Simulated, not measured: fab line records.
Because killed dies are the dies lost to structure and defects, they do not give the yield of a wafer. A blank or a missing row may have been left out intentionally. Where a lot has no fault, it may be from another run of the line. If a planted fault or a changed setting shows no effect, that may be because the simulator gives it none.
Lot-split experiment :: flow n5Finfet :: on a route of 1938 steps: 7 lots, 21 wafers read

== ABOUT THE SPLIT ==
At N5_PASSIVATION_EXPOSE_27 (exposes mask PAD, defocus 0 nm), the setting doseMj was moved away from the recipe's 32.3 on 7 of the 21 wafers read, by -5.2% to +6.7%. For the rest of the wafers, this setting stayed at what the recipe calls for.

== FROM THE SPLIT TO THE READING: what the file shows between them, 2 steps ==
- N5_PASSIVATION_DEVELOP_29: develop time 60 s (also split here: developTimeS)
- N5_PASSIVATION_HARDBAKE_31: time 120 s

== THE READING ==
cdNm, in nm, at N5_PASSIVATION_CD_MEAS_30 (target cd 4000 nm). Fault-free wafers of this fab line usually give 3999.4 nm, standard deviation 1.2 nm.

wafer: L074.1
tool, chamber at the split: krfScanner-01, 0
doseMj as run: 32.3
against the recipe: recipe
cdNm, nm: 3998.8
against lot-mates on the recipe: -

wafer: L074.4
tool, chamber at the split: krfScanner-01, 0
doseMj as run: 34.43
against the recipe: +6.6%
cdNm, nm: 4010.3
against lot-mates on the recipe: +11.3

wafer: L074.5
tool, chamber at the split: krfScanner-01, 0
doseMj as run: 32.3
against the recipe: recipe
cdNm, nm: 3999.2
against lot-mates on the recipe: -

wafer: L084.1
tool, chamber at the split: krfScanner-01, 0
doseMj as run: 34.45
against the recipe: +6.7%
cdNm, nm: 4013.6
against lot-mates on the recipe: +12.2

wafer: L084.2
tool, chamber at the split: krfScanner-01, 0
doseMj as run: 32.3
against the recipe: recipe
cdNm, nm: 4001.4
against lot-mates on the recipe: -

wafer: L084.5
tool, chamber at the split: krfScanner-01, 0
doseMj as run: 34.45
against the recipe: +6.7%
cdNm, nm: 4011.6
against lot-mates on the recipe: +10.2

wafer: L087.3
tool, chamber at the split: krfScanner-01, 0
doseMj as run: 32.3
against the recipe: recipe
cdNm, nm: 3999.3
against lot-mates on the recipe: -

wafer: L087.5
tool, chamber at the split: krfScanner-01, 0
doseMj as run: 32.3
against the recipe: recipe
cdNm, nm: 3997.6
against lot-mates on the recipe: -

wafer: L087.6
tool, chamber at the split: krfScanner-01, 0
doseMj as run: 32.3
against the recipe: recipe
cdNm, nm: 3997.8
against lot-mates on the recipe: -

wafer: L086.2
tool, chamber at the split: krfScanner-01, 0
doseMj as run: 32.3
against the recipe: recipe
cdNm, nm: 4003.7
against lot-mates on the recipe: -

wafer: L086.5
tool, chamber at the split: krfScanner-01, 0
doseMj as run: 30.63
against the recipe: -5.2%
cdNm, nm: 3990.8
against lot-mates on the recipe: -11.9

wafer: L086.6
tool, chamber at the split: krfScanner-01, 0
doseMj as run: 32.3
against the recipe: recipe
cdNm, nm: 4001.8
against lot-mates on the recipe: -

wafer: L089.2
tool, chamber at the split: krfScanner-01, 0
doseMj as run: 32.3
against the recipe: recipe
cdNm, nm: 3998.3
against lot-mates on the recipe: -

wafer: L089.4
tool, chamber at the split: krfScanner-01, 0
doseMj as run: 32.3
against the recipe: recipe
cdNm, nm: 4001.2
against lot-mates on the recipe: -

wafer: L089.6
tool, chamber at the split: krfScanner-01, 0
doseMj as run: 32.3
against the recipe: recipe
cdNm, nm: 3999.6
against lot-mates on the recipe: -

wafer: L093.1
tool, chamber at the split: krfScanner-01, 0
doseMj as run: 33.65
against the recipe: +4.2%
cdNm, nm: 4007.4
against lot-mates on the recipe: +4.1

wafer: L093.2
tool, chamber at the split: krfScanner-01, 0
doseMj as run: 32.3
against the recipe: recipe
cdNm, nm: 4003.3
against lot-mates on the recipe: -

wafer: L093.4
tool, chamber at the split: krfScanner-01, 0
doseMj as run: 33.65
against the recipe: +4.2%
cdNm, nm: 4010.7
against lot-mates on the recipe: +7.4

wafer: L094.3
tool, chamber at the split: krfScanner-01, 0
doseMj as run: 32.3
against the recipe: recipe
cdNm, nm: 3998.7
against lot-mates on the recipe: -

wafer: L094.4
tool, chamber at the split: krfScanner-01, 0
doseMj as run: 34.24
against the recipe: +6.0%
cdNm, nm: 4009.3
against lot-mates on the recipe: +11.1

wafer: L094.5
tool, chamber at the split: krfScanner-01, 0
doseMj as run: 32.3
against the recipe: recipe
cdNm, nm: 3997.7
against lot-mates on the recipe: -

THE FIT
A straight line over all 21 wafers: cdNm changes by +1.81 nm for each +1% of doseMj; r = +0.95; the points scatter about the line by 1.9 nm.
The same after taking each lot's own level away (the mean of its wafers on the recipe; 21 wafers): +1.79 nm for each +1%; r = +0.98; scatter 1.2 nm.
That fit puts the effect of the largest move of doseMj on the reading at 12 nm.
From 3998.20 to 4003.30 nm: that is the span of the lots' own levels, equal to 4.3 times the standard deviation above.
Consequently the slope shifts little with the lot-to-lot level, the two slopes agreeing.
Check: with one of the wafers moved furthest among these (+6.7%) left out of the fit, the line predicts +11.4 nm for it against its lot-mates. It came out at +12.2 nm against them.

== FURTHER SPLITS ON THESE WAFERS ==
Other splits were also applied to these wafers ahead of the reading. Each is held against what the fit with the lots' levels taken away leaves over:
other split on the same wafers: N5_BEOL_M15_DEVELOP_27 developTimeS
wafers away from the commonest value: 7
r with cdNm (lot level and that fit taken away): -0.04

other split on the same wafers: N5_PASSIVATION_DEVELOP_29 developTimeS
wafers away from the commonest value: 9
r with cdNm (lot level and that fit taken away): +0.11

== FILE'S OWN FIT ==
cdNm changes by +1.79 nm for each +1% of doseMj, r = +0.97.
